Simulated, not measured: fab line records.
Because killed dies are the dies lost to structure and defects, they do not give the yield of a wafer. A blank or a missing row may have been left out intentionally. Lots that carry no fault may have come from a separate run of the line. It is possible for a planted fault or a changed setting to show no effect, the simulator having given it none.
Lot-split experiment -- flow n5Finfet -- 21 wafers read from 7 lots, route of 1938 steps

== THE SPLIT ITSELF ==
At N5_SD_EPI_N_EPI_21 (deposits Si:P, time 690 s), the setting tempC was moved away from the recipe's 680 C on 8 of the 21 wafers read, by -0.7% to +0.4%. The other wafers ran this setting at the recipe's value.

== SPLIT TO READING: what lies between them in the file, 1 step ==
- N5_SD_EPI_N_EPI_MEAS_23

== THE READING ==
Si-P_of_SD_EPI_N_EPI_21.thkNm (the simulator's own value, which no gauge read), in nm, at N5_SD_EPI_N_PRECLEAN_24 (cleans in O3/DIW, time 60 s). No usual value for it is given in the file. The 13 wafers here that ran the recipe average 59.1 nm, standard deviation 0.77 nm.

wafer,"tool, chamber at the split","tempC as run, C",against the recipe,"Si-P_of_SD_EPI_N_EPI_21.thkNm, nm",against lot-mates on the recipe
L074.1,"epiRpcvd-02, 0",680,recipe,60,-
L074.2,"epiRpcvd-02, 0",680,recipe,59.4,-
L074.6,"epiRpcvd-02, 0",680,recipe,59.4,-
L076.1,"epiRpcvd-02, 0",675.3,-0.7%,55,-4.2
L076.2,"epiRpcvd-02, 0",680,recipe,59.2,-
L076.3,"epiRpcvd-02, 0",675.3,-0.7%,54.6,-4.6
L082.1,"epiRpcvd-01, 0",680,recipe,60.2,-
L082.4,"epiRpcvd-01, 0",680,recipe,59.4,-
L082.6,"epiRpcvd-01, 0",680,recipe,59.8,-
L087.4,"epiRpcvd-03, 0",680,recipe,57.8,-
L087.5,"epiRpcvd-03, 0",682.4,+0.4%,60.8,+3.0
L087.6,"epiRpcvd-03, 0",682.4,+0.4%,60.6,+2.8
L089.1,"epiRpcvd-03, 0",675.8,-0.6%,55,-3.8
L089.2,"epiRpcvd-03, 0",675.8,-0.6%,54.4,-4.4
L089.4,"epiRpcvd-03, 0",680,recipe,58.8,-
L094.1,"epiRpcvd-03, 0",682.8,+0.4%,61.4,+2.4
L094.3,"epiRpcvd-03, 0",680,recipe,59.4,-
L094.5,"epiRpcvd-03, 0",680,recipe,58.6,-
L095.2,"epiRpcvd-02, 0",675.6,-0.6%,55,-2.9
L095.4,"epiRpcvd-02, 0",680,recipe,58,-
L095.6,"epiRpcvd-02, 0",680,recipe,57.8,-

FIT RESULTS
A straight line over all 21 wafers: Si-P_of_SD_EPI_N_EPI_21.thkNm changes by +6.17 nm for each +1% of tempC; r = +0.95; the points scatter about the line by 0.69 nm.
The same after taking each lot's own level away (the mean of its wafers on the recipe; 21 wafers): +6.36 nm for each +1%; r = +0.98; scatter 0.43 nm.
That fit puts the effect of the largest move of tempC on the reading at 4.4 nm.
The span of the lots' own levels, 57.80 to 59.80 nm, comes to 2.6 times the standard deviation stated above.
So the lot-to-lot level changes the slope little: the two slopes agree.
Check: for one of the wafers moved furthest among these (-0.7%), held out of the fit, the line's prediction against its lot-mates is -4.33 nm. Against them it came out at -4.2 nm.

== OTHER SPLITS APPLIED TO THESE WAFERS ==
Note: prior to the reading, these wafers also went through further splits. Each is held against what the fit with the lots' levels taken away leaves over:
other split on the same wafers,wafers away from the commonest value,r with Si-P_of_SD_EPI_N_EPI_21.thkNm (lot level and that fit taken away)
N5_FIN_SAQP_SPACER1_ALD_24 aldCycles,5,-0.22
N5_FIN_SAQP_ETCH_34 sourceW,7,+0.13
N5_DUMMY_GATE_EXPOSE_12 doseMj,4,-0.41
N5_DUMMY_GATE_ETCH_37 sourceW,5,+0.09
N5_SD_EPI_N_ETCH_16 targetDepthA,7,-0.12

== THE WHOLE CHAIN: every reading that the file lists as answering this split, in the file's order ==
step,what it does,reading,change (the file's fit),r (the file's)
N5_SD_EPI_N_EPI_21,"deposits Si:P, time 690 s","Si-P_of_SD_EPI_N_EPI_21.thkNm (the simulator's own value, which no gauge read)",+6.06 nm for each +1% of the setting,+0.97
N5_SD_EPI_N_EPI_MEAS_23,,thkNm,withheld for each +1% of the setting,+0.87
N5_SD_EPI_N_PRECLEAN_24,"cleans in O3/DIW, time 60 s","Si-P_of_SD_EPI_N_EPI_21.thkNm (the simulator's own value, which no gauge read)",+6.02 nm for each +1% of the setting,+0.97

== FILE'S OWN FIT ==
Si-P_of_SD_EPI_N_EPI_21.thkNm changes by +6.02 nm for each +1% of tempC, r = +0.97.
